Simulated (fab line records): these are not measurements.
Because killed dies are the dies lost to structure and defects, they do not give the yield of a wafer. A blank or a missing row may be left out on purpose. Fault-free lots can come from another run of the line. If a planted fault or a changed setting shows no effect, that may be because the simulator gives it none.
Check for tools in common :: flow nandHarc :: 3 lots and 9 wafers in the sample

== WHAT PROMPTED THE OPENING ==
Flagged at NHARC_END_SORT_01: reading killedAtPeriphery, on 3 of 3 lots. No-fault wafers: 3.6, standard deviation 2.9.
Rule: a lot gets a flag if all its wafers with a number sit over 4 standard deviations from that mean, or if no wafer of it has a number. As for the other lots, they are considered sound.

lot: L654
measured: day 21 19:27
on: prober-02
killedAtPeriphery, wafer by wafer: 659 660 661
flag: FLAGGED

lot: L659
measured: day 23 05:12
on: prober-02
killedAtPeriphery, wafer by wafer: 622 628 627
flag: FLAGGED

lot: L664
measured: day 23 12:20
on: prober-01
killedAtPeriphery, wafer by wafer: 667 662 658
flag: FLAGGED
Averaged over the flagged lots the numbers come to 649.3, +645.7 from the usual (+99 or more standard deviations).

== WHICH TOOL RAN EACH LOT ==
The record holds 1 process step before the reading, out of a route of 1159 steps. Every cell lists first the tool, next ch and the chambers used by the sampled wafers, and last the start.
lot: L654
flag: FLAGGED
NHARC_P_M1_DEP_00: pecvd-04 ch 0,2, day 8 01:03

lot: L659
flag: FLAGGED
NHARC_P_M1_DEP_00: pecvd-03 ch 0,2, day 9 23:31

lot: L664
flag: FLAGGED
NHARC_P_M1_DEP_00: pecvd-02 ch 0,1,2, day 10 09:33
What the steps here do:
- NHARC_P_M1_DEP_00: deposits SiOC, target thk 182.5 nm.
- NHARC_END_SORT_01

== FLAGGED AGAINST TOTAL, ONE TOOL AT A TIME (gauges that did the reading follow at the end) ==
step: NHARC_P_M1_DEP_00
tool: pecvd-02
lots run: 1
flagged: 1
share of the flagged lots: some
sound lots run after its first flagged lot: 0

step: NHARC_P_M1_DEP_00
tool: pecvd-03
lots run: 1
flagged: 1
share of the flagged lots: some
sound lots run after its first flagged lot: 0

step: NHARC_P_M1_DEP_00
tool: pecvd-04
lots run: 1
flagged: 1
share of the flagged lots: some
sound lots run after its first flagged lot: 0

step: NHARC_END_SORT_01
tool: prober-01
lots run: 1
flagged: 1
share of the flagged lots: some
sound lots run after its first flagged lot: 0

step: NHARC_END_SORT_01
tool: prober-02
lots run: 2
flagged: 2
share of the flagged lots: some
sound lots run after its first flagged lot: 0

== WHAT THE TABLE PERMITS ==
No row of the table ran every flagged lot.

== WHAT HAD BEEN PUT IN BY THE SIMULATOR ==
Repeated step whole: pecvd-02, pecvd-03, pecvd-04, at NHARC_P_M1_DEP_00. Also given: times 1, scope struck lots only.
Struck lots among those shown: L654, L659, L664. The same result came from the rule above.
